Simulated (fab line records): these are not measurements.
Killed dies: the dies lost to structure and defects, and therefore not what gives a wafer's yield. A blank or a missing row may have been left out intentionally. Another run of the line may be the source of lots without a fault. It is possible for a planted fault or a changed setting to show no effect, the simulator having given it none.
Struck lot and sound lot, side by side    flow n5_finfet    38 out of 1938 route steps
Sound: the wafers L799.2, L799.3, L799.5. Struck: wafer L808.4. (L808.2, L808.5 of the same lot were not struck and are left out.) The cause comes at the end.
Each step with rows lists, per side, the tool, then ch with its chambers, then its first start. Under that, the readings that differ: sound wafers    struck wafers    difference of the means    sigmas: that difference in standard deviations of wafers without a fault.
alike: readings whose means differ by less than 2 such deviations, and words and numbers that are the same on both sides. not compared: withheld readings, readings that some wafer has no value for, bounds like >300 that may hide the same value, and numbers for which the record gives no deviation and whose values overlap.
Wherever a step has rows on one side only, a row that says differs or no value, or a row with sigmas, the two part there. Numbers that don't overlap but have no deviation are shown without sigmas and don't part them. A reading missing from all wafers of one side parts the sides only when that side holds two or more wafers.

first, 11 steps without rows for these wafers: N5_BEOL_M3_DEGAS_44 (time 60 s); N5_BEOL_M3_PRE_CLEAN_45 (time 30 s); N5_BEOL_M3_ALD_84 (deposits TaN, pulse time 2 s, purge time 3 s, co reactant purge time 2 s); N5_BEOL_M3_SURFACE_TREAT_85; N5_BEOL_M3_CVD_47 (deposits Co from CCTBA/H2, target thk 3 nm, time 223.8 s); N5_BEOL_M3_SPUTTER_48 (material Cu, target thk 4.5 nm, time 8.29 s); N5_BEOL_M3_ANNEAL_49 (time 240 s); N5_BEOL_M3_SPUTTER_79 (material Cu, target thk 4.5 nm, time 8.29 s); N5_BEOL_M3_ANNEAL_80 (time 240 s); N5_BEOL_M3_SPUTTER_81 (material Cu, target thk 4.5 nm, time 8.29 s); N5_BEOL_M3_ANNEAL_82 (time 240 s).
N5_BEOL_M3_SPUTTER_86: material Cu, target thk 4.5 nm, time 8.29 s.
  sound: pvd_sputter-02 at day 9 17:47; struck: pvd_sputter-03 at day 12 13:56
  alike: chuck_sensor_temp_C, susceptor_temp_C, throttle_valve_pct
then, 25 steps without rows for these wafers: N5_BEOL_M3_ANNEAL_87 (time 240 s); N5_BEOL_M3_SPUTTER_88 (material Cu, target thk 4.5 nm, time 8.29 s); N5_BEOL_M3_ANNEAL_89 (time 240 s); N5_BEOL_M3_SPUTTER_90 (material Cu, target thk 4.5 nm, time 8.29 s); N5_BEOL_M3_ANNEAL_91 (time 240 s); N5_BEOL_M3_SPUTTER_92 (material Cu, target thk 4.5 nm, time 8.29 s); N5_BEOL_M3_ANNEAL_93 (time 240 s); N5_BEOL_M3_SPUTTER_94 (material Cu, target thk 4.5 nm, time 8.29 s); N5_BEOL_M3_ANNEAL_95 (time 240 s); N5_BEOL_M3_SPUTTER_96 (material Cu, target thk 4.5 nm, time 8.29 s); N5_BEOL_M3_ECD_50 (material Cu, target thk 300 nm); N5_BEOL_M3_ANNEAL_51 (time 90 s); N5_BEOL_M3_CMP_52 (polishes, stops on SiOC, t overpolish 6.8 s, target thk 40 nm); N5_BEOL_M3_PRE_CLEAN_60 (time 15 s); N5_BEOL_M3_CO_CAP_55 (material Co, precursor CCTBA/H2, target thk 2 nm, time 102.1 s); N5_BEOL_M3_PRE_CLEAN_56 (time 15 s); N5_BEOL_M3_DEP_57 (deposits SiCN from 3MS/NH3, target thk 8 nm, time 14 s); N5_BEOL_M4_ILD_DEP_00 (deposits SiOC from DEMS/O2, target thk 79 nm, time 15.3 s); N5_BEOL_M4_PECVD_72 (deposits SiO2 from TEOS/O2, target thk 16 nm, time 18 s); N5_BEOL_M4_HM_DEP_02 (deposits TiN, target thk 20 nm); N5_BEOL_M4_COAT_61 (time 60 s, resist thk 60 nm); N5_BEOL_M4_COAT_62 (time 60 s, resist thk 12 nm); N5_BEOL_M4_COAT_73 (time 60 s, resist thk 5 nm); N5_BEOL_M4_COAT_05 (resist thk 30 nm); N5_BEOL_M4_EBR_07.
-- the record jumps here: 6 days lie between the struck wafers' starts before and after (it left off in module BEOL_M4 and takes up again in module PASSIVATION, whose first step shown is number 1936 of the route) --
N5_PASSIVATION_PROBE_49:
  record: rows for the struck wafers here (prober-02, day 18 08:59), none for the sound ones

WHERE THEY PART
Only at N5_PASSIVATION_PROBE_49, within this record.

WHY: what had been put in by the simulator
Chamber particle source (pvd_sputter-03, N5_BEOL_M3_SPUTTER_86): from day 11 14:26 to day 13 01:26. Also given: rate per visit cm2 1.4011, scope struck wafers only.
